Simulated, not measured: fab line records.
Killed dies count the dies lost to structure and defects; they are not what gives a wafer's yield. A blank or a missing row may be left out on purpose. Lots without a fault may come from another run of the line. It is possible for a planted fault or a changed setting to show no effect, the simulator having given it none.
Code-filled problem report in 8D (eight disciplines) form ; flow n5_finfet ; the parts of the form that need people (team, actions taken, sign-off) are left out

## 1. WHAT WENT WRONG
Wafers without a fault read 4, standard deviation 3.1; killed_at_other at N5_PASSIVATION_PROBE_49 reads a mean of 136 on 2 wafers belonging to 2 lots. Relative to the usual mean, that is a shift of +43 standard deviations.
Seen first at day 16 08:18 on prober-01, wafer L227.3. The record has a number at this step for 12 wafers belonging to 4 lots. Rule for "out", or "out of limits": more than 4 standard deviations from the usual mean. The other wafers with a number count as sound.

## 2. WHAT THIS IS AND IS NOT
question;is;is not
which readings at this step;killed_at_other, defect_limited_yield, killed_dies, sort_bin_5_function, sort_n_pass, sort_yield_pct;killed_at_M0_to_M3, killed_at_M4_up, killed_at_contacts, killed_at_front_end, killed_open, killed_short, sort_bin_6_memory, sort_bin_8_speed
which lots;L227, L229;L222, L237
which wafers of those lots;L227.3, L229.3;L227.1, L227.4, L229.5, L229.6
read on which tools;prober-01, prober-02;-
when;from day 16 08:18;"up to then (4 sound wafers); but 6 sound wafers of L227, L229, L237 came after"

## 3. THE SUSPECTS, EACH WITH WHAT RULES IT OUT
Counting: any tool at a process step up to the reading remains a suspect provided it ran every lot that is out. Sound lots after the first of them don't rule it out here, since some wafers of a struck lot are sound.
- pecvd-03 at N5_PASSIVATION_PECVD_01 (deposits SiNx from SiH4/NH3/N2, target thk 200 nm, time 43.2 s): kept. It ran every lot that is out, first L227 (day 15 22:44).
- pvd_sputter-02 at N5_PASSIVATION_DEGAS_18 (time 60 s): kept. It ran every lot that is out, first L227 (day 16 02:25).
- pecvd-02 at N5_PASSIVATION_PECVD_35 (deposits SiNx from SiH4/NH3/N2, target thk 700 nm, time 151.3 s): kept. Every lot that is out went through it, the first being L227 (day 16 04:34); the last sound lot it ran before that was L222 (day 14 06:50).
Still standing after the count: pecvd-03 at N5_PASSIVATION_PECVD_01, pvd_sputter-02 at N5_PASSIVATION_DEGAS_18, pecvd-02 at N5_PASSIVATION_PECVD_35.

## 4. THE CAUSE (what the simulator had put in)
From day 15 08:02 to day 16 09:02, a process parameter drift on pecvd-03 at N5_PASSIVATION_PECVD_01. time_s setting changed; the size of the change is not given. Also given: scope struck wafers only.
Of the 3 suspects that counting leaves, this tool is one.

## 5. SEQUENCE OF EFFECTS, ordered by route
Rows list readings where the struck wafers' mean (over those with a number) sits beyond 3 standard deviations from the usual. Readings are gone through only where the record gives a usual standard deviation; hours: the median, over the lots, of the time from a lot's start at the first step in this table giving one to that lot's start at this step; sigmas: the change measured in usual standard deviations.
hours;step;reading;usual;on struck wafers;change;sigmas
0;N5_PASSIVATION_PROBE_49;defect_limited_yield;91.6 %;80.1;-11.5;-9.6
0;N5_PASSIVATION_PROBE_49;killed_at_other;4;136;+132;+43
0;N5_PASSIVATION_PROBE_49;killed_dies;99;235;+136;+9.1
0;N5_PASSIVATION_PROBE_49;sort_bin_5_function;4.9 %;16.3;+11.4;+15
0;N5_PASSIVATION_PROBE_49;sort_n_pass;1081;945;-136;-9.1
0;N5_PASSIVATION_PROBE_49;sort_yield_pct;91.6 %;80.1;-11.5;-9.6
Here are the process steps it includes:
- N5_PASSIVATION_PROBE_49
At these later measuring or inspecting steps, every struck wafer for which the step has a row has a number for every such reading, and none has moved that far: N5_PASSIVATION_INSPECT_57.

## 6. HOW IT WOULD HAVE BEEN CAUGHT EARLIER
First out-of-limits reading in this record: day 16 08:18, which is 24 hours after fault onset at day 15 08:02.
No tool reading at N5_PASSIVATION_PECVD_01 that has a usual standard deviation in the record was out on any struck wafer, so an alarm limit of 4 standard deviations on those readings would not have fired.
By day 16 08:18 the whole set of lots that are out, 2 in number, had already begun N5_PASSIVATION_PECVD_01 on pecvd-03. Tool hold at that time: it would have spared none of them.
